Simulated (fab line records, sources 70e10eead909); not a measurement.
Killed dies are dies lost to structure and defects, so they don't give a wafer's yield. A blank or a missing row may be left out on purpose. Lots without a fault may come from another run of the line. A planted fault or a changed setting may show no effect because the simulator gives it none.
Which tool did it? | flow nand_harc | 14 lots, 42 wafers sampled, at 6 steps of a route of 1302

WHAT THE GAUGES READ, wafer by wafer
NHARC_P_GATE_INSPECT_68. Usual: raw_defect_count 207, standard deviation 88.
lot  | measured     | on                | raw_defect_count              | flag
L333 | day 6 03:44  | defect_inspect-01 | 193 168 147                   |
L334 | day 6 06:14  | defect_inspect-01 | 163 136 179                   |
L335 | day 6 15:48  | defect_inspect-01 | 141 357 197                   |
L342 | day 10 00:05 | defect_inspect-02 | 1509 1309 1399 1489 1304 1430 | OFF
L344 | day 10 11:24 | defect_inspect-02 | 1339 1232 1358 1340 1209 1356 | OFF
L348 | day 11 20:06 | defect_inspect-02 | 273 332 233                   |
L347 | day 11 20:22 | defect_inspect-01 | 279 152 322                   |
L349 | day 12 16:12 | defect_inspect-01 | 103 113 129                   |
L351 | day 13 06:12 | defect_inspect-02 | 306 353 197                   |
L352 | day 13 16:58 | defect_inspect-02 | 148 108 161                   |
L353 | day 14 10:58 | defect_inspect-02 | 160 107 148                   |
L354 | day 14 12:05 | defect_inspect-02 | 329 480 397                   |
L355 | day 14 22:25 | defect_inspect-01 | 250 201 221                   |
L356 | day 15 17:06 | defect_inspect-01 | 191 368 95                    |

NHARC_END_SORT_01. Usual: defect_limited_yield 91.1 %, standard deviation 2.8; killed_at_array 55, standard deviation 19; killed_at_other 0.9, standard deviation 1.4; killed_at_periphery 3.8, standard deviation 2.9; killed_dies 60, standard deviation 19; killed_open 3.3, standard deviation 1.8; killed_short 2.6, standard deviation 1.6.
lot  | measured     | on        | defect_limited_yield (%) | killed_at_array | killed_at_other | killed_at_periphery | killed_dies | killed_open | killed_short | flag
L333 | day 25 03:56 | prober-01 | 95.6 96.6 96.8           | 28 20 20        | 0 0 1           | 2 3 1               | 30 23 22    | 3 4 3       | 6 4 2        |
L348 | day 30 08:56 | prober-01 | 91.9 90.3                | 48 58           | 1 1             | 6 7                 | 55 66       | 5 3         | 4 3          |
L347 | day 30 21:44 | prober-01 | 89.5 88.2 90.1           | 67 76 64        | 1 0 2           | 3 4 1               | 71 80 67    | 2 3 2       | 2 2 1        |
L349 | day 30 20:07 | prober-02 | 86.7 86.4 89.1           | 86 90 70        | 0 0 0           | 4 2 4               | 90 92 74    | 6 3 5       | 3 6 3        |
L351 | day 31 15:01 | prober-01 | 89.8 87.7 88.6           | 69 80 76        | 0 2 0           | 0 1 1               | 69 83 77    | 1 4 3       | 0 2 1        |
L352 | day 32 03:08 | prober-01 | 91.6 90.4 91.4           | 52 64 57        | 1 0 1           | 4 1 0               | 57 65 58    | 5 2 5       | 4 3 0        |
L354 | day 32 21:05 | prober-02 | 89.8 90.5 90.5           | 66 62 61        | 0 0 0           | 3 2 3               | 69 64 64    | 5 2 4       | 4 3 5        |
L356 | day 34 20:26 | prober-02 | 96.8 93.8 96.5           | 20 40 22        | 2 0 1           | 0 2 1               | 22 42 24    | 1 4 1       | 3 5 2        |

WHICH TOOL RAN EACH LOT (tool, then ch and the chambers of the sampled wafers, then the start)
lot  | NHARC_P_GATE_STRIP_111               | NHARC_P_GATE_STRIP_76                | NHARC_P_GATE_SPUTTER_79      | NHARC_P_CONTACT_CMP_01
L333 | plasma_asher-02 ch 0,1, day 5 21:47  | plasma_asher-01 ch 0,1, day 5 23:45  | pvd_sputter-02, day 6 02:57  | cmp-01 ch 0,1,3, day 6 04:31
L334 | plasma_asher-02 ch 0,1, day 6 00:28  | plasma_asher-02 ch 0,1, day 6 02:24  | pvd_sputter-02, day 6 05:28  | cmp-01 ch 0,1, day 6 07:02
L335 | plasma_asher-01 ch 0,1, day 6 09:54  | plasma_asher-02 ch 0,1, day 6 11:49  | pvd_sputter-03, day 6 15:00  | cmp-03 ch 0,2,3, day 6 16:38
L342 | plasma_asher-01 ch 0,1, day 9 18:23  | plasma_asher-02 ch 0,1, day 9 20:15  | pvd_sputter-03, day 9 23:20  | cmp-03 ch 0,1,3, day 10 04:37
L344 | plasma_asher-01 ch 0,1, day 10 05:38 | plasma_asher-02 ch 0,1, day 10 07:35 | pvd_sputter-03, day 10 10:38 | cmp-04 ch 2,3, day 10 17:19
L348 | plasma_asher-01 ch 0,1, day 11 13:51 | plasma_asher-02 ch 1, day 11 15:53   | pvd_sputter-02, day 11 19:20 | cmp-04 ch 0,1,2, day 11 20:56
L347 | plasma_asher-02 ch 0,1, day 11 14:22 | plasma_asher-02 ch 0,1, day 11 16:13 | pvd_sputter-02, day 11 19:34 | cmp-01 ch 1,2, day 11 21:08
L349 | plasma_asher-01 ch 0,1, day 12 10:28 | plasma_asher-01 ch 0,1, day 12 12:21 | pvd_sputter-02, day 12 15:25 | cmp-04 ch 0,2,3, day 12 17:01
L351 | plasma_asher-02 ch 0,1, day 13 00:19 | plasma_asher-01 ch 0,1, day 13 02:13 | pvd_sputter-01, day 13 05:26 | cmp-03 ch 0,2, day 13 06:59
L352 | plasma_asher-02 ch 0,1, day 13 10:58 | plasma_asher-01 ch 0,1, day 13 12:59 | pvd_sputter-01, day 13 16:12 | cmp-01 ch 1,2, day 13 17:45
L353 | plasma_asher-02 ch 0,1, day 14 05:08 | plasma_asher-01 ch 0,1, day 14 06:59 | pvd_sputter-03, day 14 10:11 | cmp-04 ch 0,2, day 14 11:46
L354 | plasma_asher-01 ch 0,1, day 14 06:13 | plasma_asher-02 ch 0,1, day 14 08:07 | pvd_sputter-02, day 14 11:19 | cmp-01 ch 0,1,2, day 14 12:52
L355 | plasma_asher-02 ch 0,1, day 14 16:27 | plasma_asher-01 ch 0,1, day 14 18:25 | pvd_sputter-02, day 14 21:38 | cmp-04 ch 1,2,3, day 14 23:12
L356 | plasma_asher-02 ch 0,1, day 15 10:46 | plasma_asher-02 ch 0,1, day 15 12:45 | pvd_sputter-02, day 15 16:20 | cmp-03 ch 0,3, day 15 17:53
- NHARC_P_GATE_STRIP_111: strips in N2/H2, time 250 s.
- NHARC_P_GATE_STRIP_76: strips in O2.
- NHARC_P_GATE_SPUTTER_79: material TiN, target thk 10 nm.
- NHARC_P_CONTACT_CMP_01: polishes SiO2, target thk 200 nm.

WHAT THE TOOLS THEMSELVES READ (means of the sampled wafers that have a number; where no wafer has one, the mark that the record gives instead)
NHARC_P_GATE_STRIP_111. Usual: drypump_motor_current_A 6.02 A, standard deviation 0.14; heater_power_w 87 W, standard deviation 9.
lot  | tool            | drypump_motor_current_A (A) | heater_power_w (W) | flag
L333 | plasma_asher-02 | 5.89                        | 81                 |
L334 | plasma_asher-02 | 6.02                        | 86                 |
L335 | plasma_asher-01 | 6.10                        | 92                 |
L342 | plasma_asher-01 | 6.10                        | 92                 |
L344 | plasma_asher-01 | 6.11                        | 93                 |
L348 | plasma_asher-01 | 6.09                        | 90                 |
L347 | plasma_asher-02 | 5.94                        | 79                 |
L349 | plasma_asher-01 | 6.10                        | 93                 |
L351 | plasma_asher-02 | 5.99                        | 85                 |
L352 | plasma_asher-02 | 6.00                        | 86                 |
L353 | plasma_asher-02 | 5.89                        | 80                 |
L354 | plasma_asher-01 | 6.08                        | 92                 |
L355 | plasma_asher-02 | 5.92                        | 79                 |
L356 | plasma_asher-02 | 5.92                        | 79                 |

NHARC_P_GATE_STRIP_76. Usual: drypump_motor_current_A 6.02 A, standard deviation 0.14; heater_power_w 326 W, standard deviation 34.
lot  | tool            | drypump_motor_current_A (A) | heater_power_w (W) | flag
L333 | plasma_asher-01 | 6.10                        | 341                |
L334 | plasma_asher-02 | 6.00                        | 329                |
L335 | plasma_asher-02 | 5.92                        | 301                |
L342 | plasma_asher-02 | 6.03                        | 328                |
L344 | plasma_asher-02 | 5.91                        | 298                |
L348 | plasma_asher-02 | 6.13                        | 354                |
L347 | plasma_asher-02 | 6.03                        | 318                |
L349 | plasma_asher-01 | 6.11                        | 350                |
L351 | plasma_asher-01 | 6.08                        | 343                |
L352 | plasma_asher-01 | 6.10                        | 343                |
L353 | plasma_asher-01 | 6.09                        | 342                |
L354 | plasma_asher-02 | 6.00                        | 320                |
L355 | plasma_asher-01 | 6.11                        | 346                |
L356 | plasma_asher-02 | 6.03                        | 323                |

NHARC_P_CONTACT_CMP_01. Usual: edge_zone_pressure_frac 1.001, standard deviation 0.0052; motor_current_A 11.9 A, standard deviation 1.2; slurry_filter_dp_kPa 13.49 kPa, standard deviation 0.13.
lot  | tool   | edge_zone_pressure_frac | motor_current_A (A) | slurry_filter_dp_kPa (kPa) | flag
L333 | cmp-01 | 1.001                   | 11.1                | 13.46                      |
L334 | cmp-01 | 1.001                   | 10.8                | 13.54                      |
L335 | cmp-03 | 1.004                   | 11.0                | 13.53                      |
L342 | cmp-03 | 1.001                   | 11.1                | 13.47                      |
L344 | cmp-04 | 1.006                   | 13.3                | 13.47                      |
L348 | cmp-04 | 0.999                   | 13.1                | 13.53                      |
L347 | cmp-01 | 1.001                   | 11.1                | 13.47                      |
L349 | cmp-04 | 1.002                   | 13.2                | 13.52                      |
L351 | cmp-03 | 1.007                   | 10.7                | 13.49                      |
L352 | cmp-01 | 0.997                   | 10.7                | 13.55                      |
L353 | cmp-04 | 1.005                   | 12.4                | 13.55                      |
L354 | cmp-01 | 0.997                   | 11.4                | 13.51                      |
L355 | cmp-04 | 0.999                   | 13.5                | 13.60                      |
L356 | cmp-03 | 1.001                   | 11.9                | 13.41                      |

THE ANSWER, worked out from the rows above alone
Rule: a lot is off if the mean of its wafers that have a number lies more than 3 standard deviations from the usual mean. A lot without any number at a reading at which 4 lots or more have one is off too. The other lots that the step has rows for count as sound. The gauges are gone through in route order, then the tools' own readings, and for those a lot's mean is taken as printed above. The first step at which some lot is off is used, and at that step the reading that is off furthest; a lot without a number counts as furthest.
Off: L342, L344, at NHARC_P_GATE_INSPECT_68 (raw_defect_count).
A tool fits if, at a process step before that reading, it ran every lot that is off, and no sound lot after the first of them. The gauges at NHARC_P_GATE_INSPECT_68 are tried like those tools. None of those tried fits.

WHAT THE SIMULATOR HAD PUT IN
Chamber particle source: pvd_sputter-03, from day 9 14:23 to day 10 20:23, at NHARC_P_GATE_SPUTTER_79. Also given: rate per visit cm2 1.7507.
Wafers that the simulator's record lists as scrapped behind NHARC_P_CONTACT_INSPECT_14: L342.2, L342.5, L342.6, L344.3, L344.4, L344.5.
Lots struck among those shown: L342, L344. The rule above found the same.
